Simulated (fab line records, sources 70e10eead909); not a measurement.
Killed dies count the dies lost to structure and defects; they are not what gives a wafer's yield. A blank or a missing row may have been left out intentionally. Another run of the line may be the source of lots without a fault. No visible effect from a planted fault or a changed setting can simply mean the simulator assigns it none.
fab line records -- flow nandHarc
record lots=11, wafers=31, lastDay=26
route steps=1159 shown A_CONTACT@950 A_BLC@971 END@1159
lots untouched by any fault: they come from a run of this same line in which no faults occurred
startH: hours from the record's first day to the start of the lot's first wafer shown -- waitH: how many hours have passed since the lot's step before this one -- " as in the row above -- L1.1+2: several wafers, shown together as one row -- - no value, or no start given -- * or withheld: withheld -- < > ~ a bound
route shown NAME@n: a module of which the file shows steps, and the number in the route of the first -- usual: mean/standard deviation taken from wafers without a fault -- same: alike in all rows -- chamber/n: place in a boat -- sites: the reading at each site -- _std_site: the standard deviation of these -- _edge_site: inner sites' mean taken away from outer sites' mean -- radiusMm: how far each site lies from the wafer's centre -- mask NAME#n: copy n -- behind: the tool/chamber that last shaped the wafer -- hold: reason for holding the lot/hours on hold/outcome of the hold -- device: names the non-switching transistor (n, p or np) -- end of line: the route-end tests of the same wafers -- step lacking rows: just its recipe -- killed: at the first sort, the dies lost to defects and structure; wafer yield is something else -- map: the dies of a wafer, with x for killed, . for not killed, _ for no die there
set.NAME: the setting that was run; set.NAME@STEP: the one run at that earlier step -- model.NAME: the simulator's own value behind a step, which no gauge read
steps of the route over a sample of lots; a table a step, a row a wafer
services: from which hour (startH, from the record's first day; less than 0 if before it) a tool's chamber was out of use, for how many hours, and why
## steps
# step NHARC_A_CONTACT_ETCH_98
# recipe targetDepthA=200, overEtchFrac=0.5, timeS=10, ionEnergyEv=250, c4f6FlowSccm=25, o2FlowSccm=20, arFlowSccm=500, rfW=600, biasW=500, chemistry=C4F6/O2
# usual drypumpMotorCurrentA=5.6/0.47, oesProductAu=0.957/0.02, rfVppV=547/3.9, showerheadPlenumPTorr=3.95/0.19, throttleValvePct=26.903/0.0088
lot.wafer,tool,chamber,startH,waitH,drypumpMotorCurrentA,oesProductAu,rfHoursCounterH,rfVppV,showerheadPlenumPTorr,throttleValvePct
L519.2,rieDiel-08,1,-,-,5.4,0.960,44,547,4.00,26.900
L519.5,rieDiel-08,3,-,-,5.1,0.935,-,543,3.76,26.902
L519.6,rieDiel-08,0,-,-,5.8,0.935,-,553,4.20,26.903
L521.4,rieDiel-13,3,-,-,5.6,0.935,29,549,4.06,26.895
L521.1,rieDiel-13,0,-,-,5.1,0.940,29,542,3.73,26.918
L521.5,rieDiel-13,0,-,-,5.1,0.937,-,543,3.73,26.903
L522.4,rieDiel-13,1,-,-,6.0,0.955,30,546,3.96,26.897
L522.2,rieDiel-13,2,-,-,6.3,0.962,29,540,3.64,26.902
L522.3,rieDiel-13,0,-,-,5.2,0.958,29,543,3.73,26.902
L524.2,rieDiel-11,3,-,-,4.8,0.956,35,542,3.71,26.921
L524.5,rieDiel-11,0,-,-,5.9,1.005,-,543,3.66,26.901
L523.2,rieDiel-08,0,-,-,5.7,0.947,59,553,4.19,26.902
L523.6,rieDiel-08,3,-,-,5.1,0.947,-,542,3.76,26.902
L525.4,rieDiel-13,2,-,-,6.2,0.969,5,555,4.22,26.891
L525.2,rieDiel-13,3,-,-,5.6,0.935,5,550,4.05,26.896
L525.6,rieDiel-13,2,-,-,6.2,0.963,-,554,4.22,26.914
L530.3,rieDiel-08,0,-,-,5.7,0.982,8,552,4.18,26.909
L530.2,rieDiel-08,1,-,-,5.4,0.950,8,547,3.98,26.917
L530.4,rieDiel-08,2,-,-,4.9,0.950,10,550,4.06,26.906
L531.1,rieDiel-08,0,-,-,5.8,0.999,11,552,4.18,26.905
L531.2,rieDiel-08,1,-,-,5.4,1.003,12,548,3.98,26.893
L531.5,rieDiel-08,0,-,-,5.7,1.009,-,551,4.18,26.913
L535.3,rieDiel-13,1,-,-,6.1,0.943,12,548,3.95,26.911
L535.1,rieDiel-13,2,-,-,6.2,0.971,13,553,4.22,26.903
L535.2,rieDiel-13,3,-,-,5.6,0.931,13,550,4.05,26.919
L537.2,rieDiel-08,3,-,-,5.1,0.951,19,544,3.74,26.907
L537.1,rieDiel-08,0,-,-,5.7,0.947,17,552,4.17,26.912
L537.4,rieDiel-08,1,-,-,5.4,0.933,18,547,3.98,26.909
L538.3,rieDiel-13,3,-,-,5.6,0.942,16,549,4.05,26.914
L538.2,rieDiel-13,0,-,-,5.1,0.958,15,542,3.72,26.906
L538.5,rieDiel-13,2,-,-,6.2,0.961,-,553,4.22,26.918
# step NHARC_A_CONTACT_ETCH_110
# recipe targetDepthA=500, overetchA=50, timeS=27.5, ionEnergyEv=100, cf4FlowSccm=80, o2FlowSccm=20, arFlowSccm=0, rfW=300, biasW=100, chemistry=CF4/O2
# usual cf4FlowSccm=80.02/0.23, drypumpMotorCurrentA=5.6/0.5, oesProductAu=1.000/0.01, rfVppV=198.0/1.7, showerheadPlenumPTorr=1.34/0.066, throttleValvePct=13.398/0.0095
lot.wafer,tool,chamber,startH,waitH,cf4FlowSccm,drypumpMotorCurrentA,oesProductAu,rfHoursCounterH,rfVppV,showerheadPlenumPTorr,throttleValvePct
L519.2,rieDiel-08,3,435.64,0.1,80.31,5.1,0.984,42,198.7,1.28,13.406
L519.5,rieDiel-08,2,435.64,0.1,80.10,4.8,0.995,-,197.6,1.39,13.401
L519.6,rieDiel-08,3,435.64,0.1,80.16,5.1,0.986,-,195.9,1.28,13.398
L521.1,rieDiel-13,3,447.75,0.0,80.10,5.6,1.006,29,199.0,1.38,13.404
L521.4,rieDiel-13,2,447.75,0.0,79.84,6.2,1.024,29,195.8,1.23,13.403
L521.5,rieDiel-13,3,447.75,0.0,80.31,5.6,1.003,-,200.1,1.38,13.390
L522.4,rieDiel-11,0,449.77,0.1,79.89,5.9,0.994,32,196.1,1.24,13.389
L522.3,rieDiel-11,1,449.77,0.1,80.09,6.4,0.999,31,197.9,1.30,13.420
L522.2,rieDiel-11,2,449.77,0.1,80.58,6.0,0.985,30,196.4,1.31,13.398
L524.2,rieDiel-08,2,455.90,0.1,80.16,4.9,0.999,59,198.3,1.39,13.388
L524.5,rieDiel-08,0,455.90,0.1,79.60,5.7,0.996,-,200.5,1.43,13.383
L523.2,rieDiel-08,3,457.27,0.1,80.06,5.1,1.008,52,197.5,1.27,13.402
L523.6,rieDiel-08,1,457.27,0.1,80.02,5.4,1.009,-,197.2,1.36,13.390
L525.4,rieDiel-13,3,487.90,0.1,80.04,5.6,1.003,5,198.5,1.38,13.403
L525.2,rieDiel-13,0,487.90,0.1,79.66,5.1,1.007,4,197.1,1.26,13.408
L525.6,rieDiel-13,1,487.90,0.1,79.99,6.0,0.990,-,198.5,1.35,13.398
L530.2,rieDiel-13,2,516.36,0.1,79.86,6.2,1.023,10,200.5,1.44,13.387
L530.3,rieDiel-13,3,516.36,0.1,79.88,5.6,1.005,10,199.7,1.38,13.419
L530.4,rieDiel-13,0,516.36,0.1,79.90,5.1,1.006,9,197.8,1.26,13.404
L531.2,rieDiel-08,0,524.44,0.1,80.02,5.7,1.004,11,199.3,1.43,13.383
L531.1,rieDiel-08,1,524.44,0.1,80.32,5.4,0.988,12,197.3,1.36,13.400
L531.5,rieDiel-08,2,524.44,0.1,80.11,4.9,0.985,-,199.1,1.39,13.389
L535.1,rieDiel-13,1,527.42,0.1,80.24,6.0,0.988,12,196.3,1.35,13.402
L535.2,rieDiel-13,2,527.42,0.1,79.86,6.2,1.005,13,201.6,1.44,13.406
L535.3,rieDiel-13,3,527.42,0.1,80.23,5.6,0.992,13,198.1,1.38,13.420
L537.2,rieDiel-08,3,541.59,0.1,80.35,5.1,1.002,19,197.2,1.27,13.401
L537.4,rieDiel-08,0,541.59,0.1,79.74,5.7,0.997,17,200.5,1.43,13.410
L537.1,rieDiel-08,1,541.59,0.1,80.01,5.4,0.994,18,198.3,1.35,13.385
L538.2,rieDiel-13,3,544.43,0.1,80.11,5.6,1.003,17,199.3,1.38,13.388
L538.3,rieDiel-13,0,544.43,0.1,79.77,5.1,1.019,15,195.8,1.26,13.381
L538.5,rieDiel-13,2,544.43,0.1,80.12,6.2,1.027,-,200.9,1.44,13.399
# step NHARC_A_BLC_EXPOSE_07
# recipe na=1.35, targetCdNm=100, doseMj=67.97, maskId=A_BLC
# usual exposureDoseMJCm2=67.92/0.064, focusOffsetNm=0.1/0.49
lot.wafer,tool,chamber,startH,waitH,mask,exposureDoseMJCm2,focusOffsetNm
L519.2,arfiScanner-03,0,442.98,-,A_BLC#0,67.92,1.1
L519.5,arfiScanner-03,0,442.98,-,A_BLC#0,67.94,0.5
L519.6,arfiScanner-03,0,442.98,-,A_BLC#0,67.87,0.6
L521.1,arfiScanner-03,0,450.98,-,A_BLC#0,67.72,-1.0
L521.4,arfiScanner-03,0,450.98,-,A_BLC#0,67.98,0.0
L521.5,arfiScanner-03,0,450.98,-,A_BLC#0,67.83,0.3
L522.2,arfiScanner-02,0,453.04,-,A_BLC#0,67.98,-0.3
L522.3,arfiScanner-02,0,453.04,-,A_BLC#0,67.95,0.1
L522.4,arfiScanner-02,0,453.04,-,A_BLC#0,67.90,0.7
L524.2,arfiScanner-03,0,460.04,-,A_BLC#0,67.79,-0.2
L524.5,arfiScanner-03,0,460.04,-,A_BLC#0,67.82,0.2
L523.2,arfiScanner-03,0,460.66,-,A_BLC#0,67.88,0.1
L523.6,arfiScanner-03,0,460.66,-,A_BLC#0,67.90,0.2
L525.2,arfiScanner-02,0,497.35,-,A_BLC#0,68.01,0.9
L525.4,arfiScanner-02,0,497.35,-,A_BLC#0,67.98,0.7
L525.6,arfiScanner-02,0,497.35,-,A_BLC#0,67.95,-0.3
L530.2,arfiScanner-03,0,523.57,-,A_BLC#0,67.92,0.2
L530.3,arfiScanner-03,0,523.57,-,A_BLC#0,67.94,0.6
L530.4,arfiScanner-03,0,523.57,-,A_BLC#0,67.95,0.7
L531.1,arfiScanner-03,0,537.12,-,A_BLC#0,67.82,1.0
L531.2,arfiScanner-03,0,537.12,-,A_BLC#0,67.99,-0.5
L531.5,arfiScanner-03,0,537.12,-,A_BLC#0,67.98,-0.3
L535.1,arfiScanner-03,0,538.01,-,A_BLC#0,67.89,0.2
L535.2,arfiScanner-03,0,538.01,-,A_BLC#0,67.95,-0.4
L535.3,arfiScanner-03,0,538.01,-,A_BLC#0,67.91,-0.1
L537.1,arfiScanner-03,0,551.62,-,A_BLC#0,67.86,0.3
L537.2,arfiScanner-03,0,551.62,-,A_BLC#0,67.82,0.2
L537.4,arfiScanner-03,0,551.62,-,A_BLC#0,67.88,-0.5
L538.2,arfiScanner-02,0,552.50,-,A_BLC#0,67.89,0.1
L538.3,arfiScanner-02,0,552.50,-,A_BLC#0,67.92,0.1
L538.5,arfiScanner-02,0,552.50,-,A_BLC#0,67.94,-0.5
# step NHARC_A_BLC_CD_MEAS_10
# recipe targetCdNm=100, landingEnergyEv=500
# usual cdNm=100.2/0.56
lot.wafer,tool,chamber,startH,waitH,cdNm
L519.2,cdSem-01,0,443.12,-,100.3
L519.5,cdSem-01,0,443.12,-,99.6
L519.6,cdSem-01,0,443.12,-,100.5
L521.1,cdSem-03,0,451.13,-,99.5
L521.4,cdSem-03,0,451.13,-,101.0
L521.5,cdSem-03,0,451.13,-,97.6
L522.2,cdSem-02,0,453.18,-,99.7
L522.3,cdSem-02,0,453.18,-,99.5
L522.4,cdSem-02,0,453.18,-,99.8
L524.2,cdSem-03,0,460.18,-,99.8
L524.5,cdSem-03,0,460.18,-,97.5
L523.2,cdSem-03,0,460.80,-,100.9
L523.6,cdSem-03,0,460.80,-,97.8
L525.2,cdSem-02,0,497.49,-,99.9
L525.4,cdSem-02,0,497.49,-,101.1
L525.6,cdSem-02,0,497.49,-,100.0
L530.2,cdSem-03,0,523.70,-,99.9
L530.3,cdSem-03,0,523.70,-,100.4
L530.4,cdSem-03,0,523.70,-,100.1
L531.1,cdSem-03,0,537.26,-,99.8
L531.2,cdSem-03,0,537.26,-,100.7
L531.5,cdSem-03,0,537.26,-,98.9
L535.1,cdSem-03,0,538.15,-,101.7
L535.2,cdSem-03,0,538.15,-,100.9
L535.3,cdSem-03,0,538.15,-,100.3
L537.1,cdSem-03,0,551.76,-,100.4
L537.2,cdSem-03,0,551.76,-,100.5
L537.4,cdSem-03,0,551.76,-,100.8
L538.2,cdSem-03,0,552.64,-,100.2
L538.3,cdSem-03,0,552.64,-,100.6
L538.5,cdSem-03,0,552.64,-,99.8
# step NHARC_A_BLC_STRIP_21
# recipe o2FlowSccm=500, arFlowSccm=0, biasW=0, chemistry=O2
# usual drypumpMotorCurrentA=5.8/0.36, oesProductAu=1.005/0.01, rfVppV=57.7/0.87, showerheadPlenumPTorr=3.53/0.18, throttleValvePct=17.036/0.0091
lot.wafer,tool,chamber,startH,waitH,drypumpMotorCurrentA,oesProductAu,rfHoursCounterH,rfVppV,showerheadPlenumPTorr,throttleValvePct
L519.2,rieDiel-04,2,444.49,0.1,5.8,0.994,12,59.2,3.77,17.049
L519.6,rieDiel-04,3,444.49,0.1,6.2,1.018,-,56.9,3.47,17.049
L519.5,rieDiel-04,0,444.49,0.1,5.7,1.003,-,56.6,3.75,17.032
L521.4,rieDiel-04,1,452.48,0.1,5.2,1.002,14,57.4,3.72,17.039
L521.1,rieDiel-04,2,452.48,0.1,5.8,0.983,13,58.3,3.77,17.032
L521.5,rieDiel-04,3,452.48,0.1,6.2,1.020,-,57.6,3.47,17.046
L522.4,rieDiel-04,0,454.52,0.1,5.7,1.013,14,58.5,3.75,17.042
L522.3,rieDiel-04,1,454.52,0.1,5.2,1.015,14,57.8,3.72,17.025
L522.2,rieDiel-04,3,454.52,0.1,6.2,1.021,14,58.7,3.47,17.028
L524.2,rieDiel-02,1,461.80,0.2,6.1,0.998,13,56.6,3.32,17.034
L524.5,rieDiel-02,1,461.80,0.2,6.1,1.005,-,57.5,3.32,17.033
L523.2,rieDiel-02,1,462.15,0.1,6.1,1.007,13,57.3,3.32,17.051
L523.6,rieDiel-02,0,462.15,0.1,5.5,0.994,-,57.3,3.56,17.037
L525.2,rieDiel-04,1,498.86,0.1,5.2,1.009,2,57.8,3.72,17.041
L525.6,rieDiel-04,0,498.86,0.1,5.7,1.020,-,57.8,3.75,17.053
L525.4,rieDiel-04,3,498.86,0.1,6.2,1.025,-,56.7,3.47,17.042
L530.4,rieDiel-04,3,525.04,0.1,6.2,1.007,5,58.2,3.47,17.032
L530.2,rieDiel-04,0,525.04,0.1,5.7,1.017,5,56.8,3.75,17.038
L530.3,rieDiel-04,1,525.04,0.1,5.2,1.010,5,58.2,3.72,17.023
L531.1,rieDiel-04,2,538.81,0.3,5.8,1.006,6,58.2,3.77,17.043
L531.2,rieDiel-04,0,538.81,0.3,5.7,1.005,6,58.3,3.75,17.044
L531.5,rieDiel-04,2,538.81,0.3,5.8,0.993,-,59.3,3.77,17.026
L535.3,rieDiel-12,2,539.63,0.2,5.2,1.029,64,56.1,3.26,17.039
L535.2,rieDiel-12,3,539.63,0.2,6.1,1.007,48,56.4,3.63,17.029
L535.1,rieDiel-12,0,539.63,0.2,6.4,0.995,62,56.2,3.36,17.037
L537.2,rieDiel-02,0,553.32,0.3,5.5,1.002,3,58.6,3.56,17.026
L537.1,rieDiel-02,1,553.32,0.3,6.1,1.003,4,55.9,3.32,17.038
L537.4,rieDiel-02,2,553.32,0.3,5.4,0.982,4,56.9,3.46,17.054
L538.2,rieDiel-04,1,554.03,0.1,5.2,0.997,9,57.4,3.72,17.034
L538.3,rieDiel-04,0,554.03,0.1,5.7,1.020,9,57.2,3.74,17.035
L538.5,rieDiel-04,2,554.03,0.1,5.8,1.022,-,57.4,3.77,17.021
# step NHARC_END_SORT_01
# recipe tempC=25
# usual killedAtArray=27/12, killedAtOther=0.5/0.9, killedAtPeriphery=3.7/2.7, killedDies=31/12, killedOpen=3.3/2, killedShort=2.0/1.4
# same grossDies=677
lot.wafer,tool,chamber,startH,waitH,killedAtArray,killedAtOther,killedAtPeriphery,killedDies,killedOpen,killedShort
L524.2,prober-01,0,512.13,2.8,20,0,6,26,3,5
L524.5,prober-01,0,514.50,3.7,11,1,5,17,7,2
L523.2,prober-02,0,512.24,2.8,25,1,7,33,4,3
L523.6,prober-02,0,515.40,4.0,30,2,7,39,7,1
L531.1,prober-02,0,594.12,2.5,37,0,4,41,5,0
L531.2,prober-02,0,594.93,2.8,32,0,3,35,2,1
L531.5,prober-02,0,597.37,3.8,25,0,3,28,1,0
# killed by level:class
L524.2 A_CHANNEL_HOLE_D1:chamberFilmFlake=5 A_STAIRCASE:chamberFilmFlake=5 P_STI:chamberFilmFlake=3 A_CONTACT:chamberFilmFlake=3 A_WL_FILL:geometricParticle:short=2 P_GATE:geometricParticle:open=1 P_M0:geometricParticle:open=1 A_ONON_D1:geometricParticle:short=1
L523.2 A_CHANNEL_HOLE_D1:chamberFilmFlake=18 P_GATE:chamberFilmFlake=3 A_STAIRCASE:chamberFilmFlake=2 P_M0:geometricParticle:open=1 P_M1:geometricParticle:open=1 A_ONON_D1:geometricParticle:open=1 A_ONON_D1:geometricParticle:short=1 A_CHANNEL_FILL_D1:geometricParticle:short=1
L524.5 A_CONTACT:chamberFilmFlake=3 P_M0:geometricParticle:open=2 P_STI:chamberFilmFlake=2 P_GATE:geometricParticle:open=1 A_ONON_D1:geometricParticle:open=1 A_CHANNEL_FILL_D1:geometricParticle:short=1 A_STAIRCASE:geometricParticle:open=1 A_CONTACT:geometricParticle:short=1
L523.6 A_CHANNEL_HOLE_D1:chamberFilmFlake=21 P_M0:chamberFilmFlake=4 A_CHANNEL_FILL_D1:geometricParticle:open=3 P_M1:geometricParticle:open=2 A_STAIRCASE:chamberFilmFlake=2 A_CONTACT:chamberFilmFlake=2 P_M2:geometricParticle:open=1 A_CHANNEL_FILL_D1:geometricParticle:short=1
L531.1 A_CHANNEL_HOLE_D1:chamberFilmFlake=25 P_M1:chamberFilmFlake=4 A_WL_FILL:chamberFilmFlake=3 A_M0:geometricParticle:open=2 A_CONTACT:chamberFilmFlake=2 A_CHANNEL_FILL_D1:geometricParticle:open=1 A_CONTACT:geometricParticle:open=1 A_M1:geometricParticle:open=1
L531.2 A_CHANNEL_HOLE_D1:chamberFilmFlake=25 P_M1:chamberFilmFlake=3 A_CONTACT:chamberFilmFlake=2 A_CONTACT:geometricParticle:open=1 A_M0:geometricParticle:open=1 A_M1:geometricParticle:short=1 A_STAIRCASE:chamberFilmFlake=1 A_SLIT:chamberFilmFlake=1
L531.5 A_CHANNEL_HOLE_D1:chamberFilmFlake=21 P_M1:chamberFilmFlake=2 A_CONTACT:geometricParticle:open=1 P_GATE:chamberFilmFlake=1 A_STAIRCASE:chamberFilmFlake=1 A_WL_FILL:chamberFilmFlake=1 A_CONTACT:chamberFilmFlake=1
## services
tool,chamber,startH,hours,kind
rieDiel-12,3,413.28,24.8,repair
rieDiel-04,2,417.78,2.6,repair
arfiScanner-02,-,428.00,4.0,pm
rieDiel-04,2,428.72,7.5,repair
rieDiel-02,3,431.82,3.5,repair
rieDiel-13,0,432.13,-,clean
rieDiel-13,1,432.13,-,clean
rieDiel-13,2,432.13,-,clean
rieDiel-13,3,432.13,-,clean
arfiScanner-03,-,438.50,2.0,repair
rieDiel-12,3,451.21,7.5,repair
rieDiel-13,-,453.08,9.0,pm
rieDiel-13,0,453.08,9.0,ventCycle
rieDiel-13,1,453.08,9.0,ventCycle
rieDiel-13,2,453.08,9.0,ventCycle
rieDiel-04,-,466.07,9.0,pm
rieDiel-08,-,480.12,9.0,pm
arfiScanner-03,-,484.00,4.0,pm
rieDiel-11,1,492.62,4.0,repair
rieDiel-02,-,505.34,9.0,pm
arfiScanner-03,-,510.94,4.9,repair
rieDiel-13,0,526.94,4.7,repair
rieDiel-12,0,528.89,10.7,repair
rieDiel-11,-,545.08,9.0,pm
## key
firstSign step=NHARC_A_BLC_CD_MEAS_10, reading=cdNm, direction=down, sigmas=4.5, usual=100.2, struck=97.6
effect none on later readings
metAt NHARC_A_BLC_EXPOSE_07
struckLots L521,L523,L524
struckWafers L521.5,L523.6,L524.5
testerLeftOut L521,L523,L524
notActingAt NHARC_A_CONTACT_ETCH_98,NHARC_A_CONTACT_ETCH_110,NHARC_A_BLC_STRIP_21
onsetBetween 442.98 450.98
fault kind=processParameterDrift, tool=arfiScanner-03, chamber=-, onsetH=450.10, steps=NHARC_A_BLC_EXPOSE_07, channel=focusNm, offset=85.416, shape=step, endH=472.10, scope=struckWafersOnly
# testerLeftOut: of these lots the tester's yield and bins aren't shown, on N5 and GAA mostly nor the transistor test; their killed dies are dies lost to structure and defects alone, not to doping, threshold or leakage, so they don't give the yield
